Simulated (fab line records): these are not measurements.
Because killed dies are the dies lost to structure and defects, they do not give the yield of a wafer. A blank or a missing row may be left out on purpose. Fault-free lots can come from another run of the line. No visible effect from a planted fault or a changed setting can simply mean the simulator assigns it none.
Struck lot and sound lot, side by side    flow nand_harc    17 out of 1302 route steps
Sound: wafers L818.2, L818.3, L818.4. Struck: wafers L805.1, L805.3. (L805.6 of the same lot was not struck and is left out.) The cause comes at the end.
At each step with rows: each side's tool, then ch and its chambers, then its first start. Under that, the readings that differ: sound wafers    struck wafers    difference of the means    sigmas: that difference in standard deviations of wafers without a fault.
alike: a reading whose means differ by less than 2 such deviations, as well as words and numbers matching on both sides. not compared: withheld readings; readings where some wafer has no value; bounds like >300 that might hide an equal value; numbers whose values overlap and for which the record gives no deviation.
The two part at a step that has a row with sigmas, a row that says differs or no value, or rows on one side only. Non-overlapping numbers with no deviation appear without sigmas and do not part them. A reading that every wafer of one side lacks parts them only if that side has two wafers or more.

NHARC_A_SGD_CUT_CD_MEAS_09 targets a cd of 100 nm.
  sound on cd_sem-03 ch 0, day 25 03:34; struck on cd_sem-02 ch 0, day 20 01:51
  alike: cd_nm
NHARC_A_SGD_CUT_OVL_MEAS_10:
  sound: overlay-01 at day 25 03:39; struck: overlay-02 at day 20 01:56
reading            sound         struck     difference  sigmas
overlay_x_nm (nm)  0.3 0.8 0.6   -1.9 -2.3  -2.7        -2
overlay_y_nm (nm)  -0.4 0.3 0.1  -2.0 -2.1  -2.0        -3
NHARC_A_SGD_CUT_INSPECT_11:
  sound: defect_inspect-02 at day 25 03:41; struck: defect_inspect-02 at day 20 01:59
  alike: raw_defect_count
NHARC_A_SGD_CUT_DESCUM_14: chemistry O2, time 3 s.
  sound on rie_diel-13 ch 1,2,3, day 25 03:45; struck on rie_diel-13 ch 1,3, day 20 02:03
  alike: drypump_motor_current_A, mfc_ar_sccm, oes_product_au, rf_vpp_V, showerhead_plenum_p_Torr, throttle_valve_pct
  not compared: rf_hours_counter_h
NHARC_A_SGD_CUT_ETCH_58: etches the open film in CF4, target depth 39 nm, time 65 s.
  sound on rie_diel-13 ch 1,2,3, day 25 03:50; struck on rie_diel-13 ch 2,3, day 20 02:08
reading                 sound  struck  difference  sigmas
rf_hours_counter_h (h)  4 4 4  8 10    +5          
  alike: bias_w, drypump_motor_current_A, mfc_ar_sccm, oes_product_au, rf_vpp_V, showerhead_plenum_p_Torr, throttle_valve_pct
NHARC_A_SGD_CUT_ETCH_59: etches the open film in N2/H2, target depth 260 nm, time 406.25 s.
  sound: rie_diel-13 ch 0,1,2; struck: rie_diel-13 ch 0,2
reading                 sound              struck       difference  sigmas
bias_w (W)              149.7 149.6 150.4  151.0 150.5  +0.8        +2
rf_hours_counter_h (h)  4 3 4              10 10        +6          
  alike: drypump_motor_current_A, mfc_ar_sccm, oes_product_au, rf_vpp_V, showerhead_plenum_p_Torr, throttle_valve_pct
NHARC_A_SGD_CUT_ETCH_15: etches the open film in CH3F/O2, target depth 75 nm, time 64.3 s.
  sound: rie_diel-13 ch 0,2,3; struck: rie_diel-13 ch 0,1
  alike: bias_w, drypump_motor_current_A, mfc_ar_sccm, oes_product_au, rf_vpp_V, showerhead_plenum_p_Torr, throttle_valve_pct
  not compared: rf_hours_counter_h
NHARC_A_SGD_CUT_ETCH_16: etches the open film in C4F8/O2/Ar, target depth 310.5 nm, time 155.2 s.
  sound: rie_diel-13 ch 1,2,3; struck: rie_diel-13 ch 1,2
  alike: bias_w, oes_product_au, rf_vpp_V
  not compared: rf_hours_counter_h
then, 4 steps without rows for these wafers: NHARC_A_SGD_CUT_STRIP_60 (strips in C4F8/O2/Ar); NHARC_A_SGD_CUT_STRIP_17 (strips in O2); NHARC_A_SGD_CUT_PRECLEAN_18 (cleans in SC1); NHARC_A_SGD_CUT_SRD_19.
NHARC_A_SGD_CUT_DEP_20: deposits SiO2, target thk 150 nm.
  sound on fcvd-01 ch 0,1, day 25 04:54; struck on fcvd-01 ch 1, day 20 03:11
then, 1 step without rows for these wafers: NHARC_A_SGD_CUT_ANNEAL_27 (time 1800 s).
NHARC_A_SGD_CUT_CMP_21: polishes, target thk 148.19 nm.
  sound on cmp-04 ch 0,2,3, day 25 09:34; struck on cmp-02 ch 2,3, day 20 09:17
reading                 sound           struck     difference  sigmas
time_to_endpoint_s (s)  46.2 47.8 49.2  23.1 22.5  -24.9       -9
  alike: motor_current_A
NHARC_A_SGD_CUT_THK_MEAS_22: measures by ellipsometry.
  sound: film_metro-02 at day 25 09:49; struck: film_metro-02 at day 20 09:31
reading      sound              struck     difference  sigmas
thk_nm (nm)  147.9 148.1 148.0  73.0 74.6  -74.2       -49
after that, 1 step had no rows for these wafers: NHARC_A_SGD_CUT_SRD_23.

== WHERE THEY PART ==
At NHARC_A_SGD_CUT_OVL_MEAS_10 first; at NHARC_A_SGD_CUT_THK_MEAS_22 last (within this record only).

WHY: what had been put in by the simulator
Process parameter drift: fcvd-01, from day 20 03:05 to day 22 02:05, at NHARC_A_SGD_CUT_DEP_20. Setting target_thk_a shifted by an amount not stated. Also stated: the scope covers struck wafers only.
